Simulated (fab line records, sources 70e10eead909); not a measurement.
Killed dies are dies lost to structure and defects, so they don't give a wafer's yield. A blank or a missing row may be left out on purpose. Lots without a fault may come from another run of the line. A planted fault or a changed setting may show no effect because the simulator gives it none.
Chamber matching | flow nand_harc | NHARC_P_M2_CMP_23 on cmp-03: 4 sister chambers
The step polishes, t overpolish 20 s, target thk 144.3 nm. 22 wafers are shown with their chamber, then 11 later ones without.

WAFERS WITH THEIR CHAMBER
wafer  | chamber | motor_current_A (A) | time_to_endpoint_s (s)
L074.2 | 0       | 13.1                | 29
L074.3 | 1       | 12.1                | 27
L074.4 | 2       | 15.7                | 27
L075.1 | 2       | 14.6                | 28
L075.3 | 0       | 13.1                | 31
L075.4 | 1       | 13.2                | 29
L076.1 | 0       | 13.5                | 29
L076.3 | 3       | 10.7                | 26
L076.6 | 2       | 14.4                | 26
L078.2 | 2       | 14.5                | 28
L078.5 | 3       | 10.3                | 31
L078.6 | 0       | 13.2                | 29
L080.2 | 0       | 12.6                | 31
L080.5 | 3       | 10.4                | 31
L080.6 | 2       | 13.7                | 30
L084.1 | 1       | 13.1                | 27
L084.5 | 2       | 14.2                | 25
L084.6 | 1       | 12.4                | 29
L087.2 | 1       | 13.1                | 25
L087.3 | 2       | 14.9                | 24
L087.4 | 3       | 10.7                | 27
L092.1 | 2       | 15.7                | 27

SIGNATURES (means of the wafers above)
reading            | chamber 0 | chamber 1 | chamber 2 | chamber 3 | scatter within a chamber
motor_current_A    | 13.100    | 12.780    | 14.713    | 10.525    | 0.525
time_to_endpoint_s | 29.80     | 27.40     | 26.88     | 28.75     | 1.85
Rule: a wafer's distance from a chamber is the root of the sum, over the readings, of the square of ((its reading less the chamber's mean) divided by the reading's scatter). The wafer belongs to the nearest chamber; if the next one is less than 2 further off, it can't be placed. The scatter: the root of (the sum of the squares of (reading less its chamber's mean) over the shown wafers, divided by (wafers less chambers)).

WAFERS WITHOUT THEIR CHAMBER
wafer  | motor_current_A (A) | time_to_endpoint_s (s)
L092.2 | 13.1                | 33
L092.5 | 11.6                | 35
L093.2 | 10.2                | 31
L093.4 | 12.0                | 28
L093.5 | 15.0                | 28
L094.1 | 12.8                | 28
L094.3 | 13.3                | 34
L094.5 | 12.9                | 32
L097.2 | 12.9                | 30
L097.3 | 14.2                | 27
L097.4 | 12.8                | 29

WHICH CHAMBER EACH WENT THROUGH
wafer  | from the rows above          | in truth
L092.2 | can't be placed: 0 or 1      | 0
L092.5 | can't be placed: 3 or 0 or 1 | 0
L093.2 | 3                            | 3
L093.4 | can't be placed: 1 or 0 or 3 | 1
L093.5 | 2                            | 2
L094.1 | can't be placed: 1 or 0      | 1
L094.3 | can't be placed: 0 or 1      | 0
L094.5 | can't be placed: 0 or 1      | 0
L097.2 | can't be placed: 0 or 1      | 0
L097.3 | can't be placed: 2 or 0 or 1 | 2
L097.4 | can't be placed: 0 or 1      | 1
Placed correctly: 2 of 11. Can't be placed from these rows: 9 (the true chamber is among the candidates in 9). Placed wrongly: 0.
